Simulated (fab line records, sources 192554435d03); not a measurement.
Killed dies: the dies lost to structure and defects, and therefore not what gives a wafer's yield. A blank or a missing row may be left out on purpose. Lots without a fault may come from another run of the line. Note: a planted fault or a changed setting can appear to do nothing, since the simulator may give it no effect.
Lot-split experiment || flow n5Finfet || 7 lots, 39 wafers read, on a route of 1938 steps

## THE SPLIT
At N5_BEOL_M2_ALD_98 (deposits SiO2, target thk 2.5 nm, pulse time 1 s, co reactant pulse time 1 s), the setting aldCycles was moved away from the recipe's 17 on 12 of the 39 wafers read, by -41.2% to +47.1%. For the rest of the wafers, this setting stayed at what the recipe calls for.

The split's own step is where the reading is taken.

## THE READING
SiO2_of_BEOL_M2_ALD_98.thkNm (the simulator's own value, which no gauge read), in nm, at N5_BEOL_M2_ALD_98 (deposits SiO2, target thk 2.5 nm, pulse time 1 s, co reactant pulse time 1 s). There is no usual value for it anywhere in the file. Across the 27 wafers here that went through the recipe, the average is 2.5 nm and the standard deviation 0.091 nm.

{"wafer": "L077.1", "tool, chamber at the split": "aldSin-04, 3,2", "aldCycles as run": 17, "against the recipe": "recipe", "SiO2_of_BEOL_M2_ALD_98.thkNm, nm": 2.6, "against lot-mates on the recipe": "-"}
{"wafer": "L077.2", "tool, chamber at the split": "aldSin-04, 3,2", "aldCycles as run": 17, "against the recipe": "recipe", "SiO2_of_BEOL_M2_ALD_98.thkNm, nm": 2.6, "against lot-mates on the recipe": "-"}
{"wafer": "L077.3", "tool, chamber at the split": "aldSin-04, 0,1,1,2", "aldCycles as run": 17, "against the recipe": "recipe", "SiO2_of_BEOL_M2_ALD_98.thkNm, nm": 2.4, "against lot-mates on the recipe": "-"}
{"wafer": "L077.4", "tool, chamber at the split": "aldSin-04, 0,1,1,2", "aldCycles as run": 17, "against the recipe": "recipe", "SiO2_of_BEOL_M2_ALD_98.thkNm, nm": 2.4, "against lot-mates on the recipe": "-"}
{"wafer": "L077.5", "tool, chamber at the split": "aldSin-04, 0,1,1,2", "aldCycles as run": 17, "against the recipe": "recipe", "SiO2_of_BEOL_M2_ALD_98.thkNm, nm": 2.4, "against lot-mates on the recipe": "-"}
{"wafer": "L077.6", "tool, chamber at the split": "aldSin-04, 0,1,1,2", "aldCycles as run": 17, "against the recipe": "recipe", "SiO2_of_BEOL_M2_ALD_98.thkNm, nm": 2.4, "against lot-mates on the recipe": "-"}
{"wafer": "L078.1", "tool, chamber at the split": "aldSin-03, 1", "aldCycles as run": 17, "against the recipe": "recipe", "SiO2_of_BEOL_M2_ALD_98.thkNm, nm": 2.4, "against lot-mates on the recipe": "-"}
{"wafer": "L078.2", "tool, chamber at the split": "aldSin-03, 2,3,0", "aldCycles as run": 25, "against the recipe": "+47.1%", "SiO2_of_BEOL_M2_ALD_98.thkNm, nm": 3.6, "against lot-mates on the recipe": "+1.1"}
{"wafer": "L078.4", "tool, chamber at the split": "aldSin-03, 2,3,0", "aldCycles as run": 25, "against the recipe": "+47.1%", "SiO2_of_BEOL_M2_ALD_98.thkNm, nm": 3.6, "against lot-mates on the recipe": "+1.1"}
{"wafer": "L078.6", "tool, chamber at the split": "aldSin-03, 2,3,0", "aldCycles as run": 25, "against the recipe": "+47.1%", "SiO2_of_BEOL_M2_ALD_98.thkNm, nm": 3.6, "against lot-mates on the recipe": "+1.1"}
{"wafer": "L078.3", "tool, chamber at the split": "aldSin-03, 0,3", "aldCycles as run": 17, "against the recipe": "recipe", "SiO2_of_BEOL_M2_ALD_98.thkNm, nm": 2.6, "against lot-mates on the recipe": "-"}
{"wafer": "L078.5", "tool, chamber at the split": "aldSin-03, 0,3", "aldCycles as run": 17, "against the recipe": "recipe", "SiO2_of_BEOL_M2_ALD_98.thkNm, nm": 2.6, "against lot-mates on the recipe": "-"}
{"wafer": "L079.2", "tool, chamber at the split": "aldSin-04, 2,1,3", "aldCycles as run": 17, "against the recipe": "recipe", "SiO2_of_BEOL_M2_ALD_98.thkNm, nm": 2.6, "against lot-mates on the recipe": "-"}
{"wafer": "L079.4", "tool, chamber at the split": "aldSin-04, 2,1,3", "aldCycles as run": 17, "against the recipe": "recipe", "SiO2_of_BEOL_M2_ALD_98.thkNm, nm": 2.6, "against lot-mates on the recipe": "-"}
{"wafer": "L079.6", "tool, chamber at the split": "aldSin-04, 2,1,3", "aldCycles as run": 17, "against the recipe": "recipe", "SiO2_of_BEOL_M2_ALD_98.thkNm, nm": 2.6, "against lot-mates on the recipe": "-"}
{"wafer": "L081.1", "tool, chamber at the split": "aldSin-01, 3,1,3", "aldCycles as run": 10, "against the recipe": "-41.2%", "SiO2_of_BEOL_M2_ALD_98.thkNm, nm": 1.4, "against lot-mates on the recipe": -1.1}
{"wafer": "L081.4", "tool, chamber at the split": "aldSin-01, 3,1,3", "aldCycles as run": 10, "against the recipe": "-41.2%", "SiO2_of_BEOL_M2_ALD_98.thkNm, nm": 1.4, "against lot-mates on the recipe": -1.1}
{"wafer": "L081.6", "tool, chamber at the split": "aldSin-01, 3,1,3", "aldCycles as run": 10, "against the recipe": "-41.2%", "SiO2_of_BEOL_M2_ALD_98.thkNm, nm": 1.4, "against lot-mates on the recipe": -1.1}
{"wafer": "L081.2", "tool, chamber at the split": "aldSin-01, 2", "aldCycles as run": 17, "against the recipe": "recipe", "SiO2_of_BEOL_M2_ALD_98.thkNm, nm": 2.4, "against lot-mates on the recipe": "-"}
{"wafer": "L081.3", "tool, chamber at the split": "aldSin-01, 0", "aldCycles as run": 17, "against the recipe": "recipe", "SiO2_of_BEOL_M2_ALD_98.thkNm, nm": 2.6, "against lot-mates on the recipe": "-"}
{"wafer": "L081.5", "tool, chamber at the split": "aldSin-01, 0", "aldCycles as run": 17, "against the recipe": "recipe", "SiO2_of_BEOL_M2_ALD_98.thkNm, nm": 2.6, "against lot-mates on the recipe": "-"}
{"wafer": "L085.1", "tool, chamber at the split": "aldSin-01, 3,0,0", "aldCycles as run": 12, "against the recipe": "-29.4%", "SiO2_of_BEOL_M2_ALD_98.thkNm, nm": 1.8, "against lot-mates on the recipe": -0.7}
{"wafer": "L085.3", "tool, chamber at the split": "aldSin-01, 3,0,0", "aldCycles as run": 12, "against the recipe": "-29.4%", "SiO2_of_BEOL_M2_ALD_98.thkNm, nm": 1.8, "against lot-mates on the recipe": -0.7}
{"wafer": "L085.5", "tool, chamber at the split": "aldSin-01, 3,0,0", "aldCycles as run": 12, "against the recipe": "-29.4%", "SiO2_of_BEOL_M2_ALD_98.thkNm, nm": 1.8, "against lot-mates on the recipe": -0.7}
{"wafer": "L085.2", "tool, chamber at the split": "aldSin-01, 2", "aldCycles as run": 17, "against the recipe": "recipe", "SiO2_of_BEOL_M2_ALD_98.thkNm, nm": 2.6, "against lot-mates on the recipe": "-"}
{"wafer": "L085.4", "tool, chamber at the split": "aldSin-01, 1,3", "aldCycles as run": 17, "against the recipe": "recipe", "SiO2_of_BEOL_M2_ALD_98.thkNm, nm": 2.4, "against lot-mates on the recipe": "-"}
{"wafer": "L085.6", "tool, chamber at the split": "aldSin-01, 1,3", "aldCycles as run": 17, "against the recipe": "recipe", "SiO2_of_BEOL_M2_ALD_98.thkNm, nm": 2.4, "against lot-mates on the recipe": "-"}
{"wafer": "L087.1", "tool, chamber at the split": "aldSin-04, 2,3,1,2,3,1", "aldCycles as run": 17, "against the recipe": "recipe", "SiO2_of_BEOL_M2_ALD_98.thkNm, nm": 2.6, "against lot-mates on the recipe": "-"}
{"wafer": "L087.2", "tool, chamber at the split": "aldSin-04, 2,3,1,2,3,1", "aldCycles as run": 17, "against the recipe": "recipe", "SiO2_of_BEOL_M2_ALD_98.thkNm, nm": 2.6, "against lot-mates on the recipe": "-"}
{"wafer": "L087.3", "tool, chamber at the split": "aldSin-04, 2,3,1,2,3,1", "aldCycles as run": 17, "against the recipe": "recipe", "SiO2_of_BEOL_M2_ALD_98.thkNm, nm": 2.6, "against lot-mates on the recipe": "-"}
{"wafer": "L087.4", "tool, chamber at the split": "aldSin-04, 2,3,1,2,3,1", "aldCycles as run": 17, "against the recipe": "recipe", "SiO2_of_BEOL_M2_ALD_98.thkNm, nm": 2.6, "against lot-mates on the recipe": "-"}
{"wafer": "L087.5", "tool, chamber at the split": "aldSin-04, 2,3,1,2,3,1", "aldCycles as run": 17, "against the recipe": "recipe", "SiO2_of_BEOL_M2_ALD_98.thkNm, nm": 2.6, "against lot-mates on the recipe": "-"}
{"wafer": "L087.6", "tool, chamber at the split": "aldSin-04, 2,3,1,2,3,1", "aldCycles as run": 17, "against the recipe": "recipe", "SiO2_of_BEOL_M2_ALD_98.thkNm, nm": 2.6, "against lot-mates on the recipe": "-"}
{"wafer": "L095.1", "tool, chamber at the split": "aldSin-04, 3,0,0", "aldCycles as run": 17, "against the recipe": "recipe", "SiO2_of_BEOL_M2_ALD_98.thkNm, nm": 2.6, "against lot-mates on the recipe": "-"}
{"wafer": "L095.4", "tool, chamber at the split": "aldSin-04, 3,0,0", "aldCycles as run": 17, "against the recipe": "recipe", "SiO2_of_BEOL_M2_ALD_98.thkNm, nm": 2.6, "against lot-mates on the recipe": "-"}
{"wafer": "L095.5", "tool, chamber at the split": "aldSin-04, 3,0,0", "aldCycles as run": 17, "against the recipe": "recipe", "SiO2_of_BEOL_M2_ALD_98.thkNm, nm": 2.6, "against lot-mates on the recipe": "-"}
{"wafer": "L095.2", "tool, chamber at the split": "aldSin-04, 2,1,1", "aldCycles as run": 23, "against the recipe": "+35.3%", "SiO2_of_BEOL_M2_ALD_98.thkNm, nm": 3.4, "against lot-mates on the recipe": "+0.8"}
{"wafer": "L095.3", "tool, chamber at the split": "aldSin-04, 2,1,1", "aldCycles as run": 23, "against the recipe": "+35.3%", "SiO2_of_BEOL_M2_ALD_98.thkNm, nm": 3.4, "against lot-mates on the recipe": "+0.8"}
{"wafer": "L095.6", "tool, chamber at the split": "aldSin-04, 2,1,1", "aldCycles as run": 23, "against the recipe": "+35.3%", "SiO2_of_BEOL_M2_ALD_98.thkNm, nm": 3.4, "against lot-mates on the recipe": "+0.8"}
The file does not say which wafer passed through which chamber wherever a row lists several chambers: such a row stands for several wafers.

THE FIT
A straight line over all 39 wafers: SiO2_of_BEOL_M2_ALD_98.thkNm changes by +0.0248 nm for each +1% of aldCycles; r = +0.99; the points scatter about the line by 0.088 nm.
The same after taking each lot's own level away (the mean of its wafers on the recipe; 39 wafers): +0.0241 nm for each +1%; r = +0.99; scatter 0.075 nm.
Per that fit: largest aldCycles move, reading shift of 1.1 nm.
The lots' own levels span 2.47 to 2.60 nm, that is 1.5 times the standard deviation above.
The two slopes agree, so the slope changes little with the lot-to-lot level.
Check: +1.12 nm against its lot-mates is what the line predicts for one of the wafers moved furthest among these (+47.1%) when that wafer is left out of the fit. Against them it came out at +1.07 nm.

## ADDITIONAL SPLITS CARRIED BY THESE WAFERS
Before the reading, these wafers also passed through other splits. Each is held against what the fit with the lots' levels taken away leaves over:
{"other split on the same wafers": "N5_FIN_SAQP_PECVD_06 timeS", "wafers away from the commonest value": 18, "r with SiO2_of_BEOL_M2_ALD_98.thkNm (lot level and that fit taken away)": "+0.05"}
{"other split on the same wafers": "N5_FIN_SAQP_ETCH_69 targetDepthA", "wafers away from the commonest value": 15, "r with SiO2_of_BEOL_M2_ALD_98.thkNm (lot level and that fit taken away)": "+0.08"}
{"other split on the same wafers": "N5_SDB_ALD_29 aldCycles", "wafers away from the commonest value": 18, "r with SiO2_of_BEOL_M2_ALD_98.thkNm (lot level and that fit taken away)": -0.17}
{"other split on the same wafers": "N5_GATE_CUT_ALD_22 aldCycles", "wafers away from the commonest value": 15, "r with SiO2_of_BEOL_M2_ALD_98.thkNm (lot level and that fit taken away)": -0.26}
{"other split on the same wafers": "N5_MOL_CONTACT_COAG_CVD_140 targetThkA", "wafers away from the commonest value": 15, "r with SiO2_of_BEOL_M2_ALD_98.thkNm (lot level and that fit taken away)": -0.16}

## FILE'S OWN FIT
SiO2_of_BEOL_M2_ALD_98.thkNm changes by +0.024 nm for each +1% of aldCycles, r = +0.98.
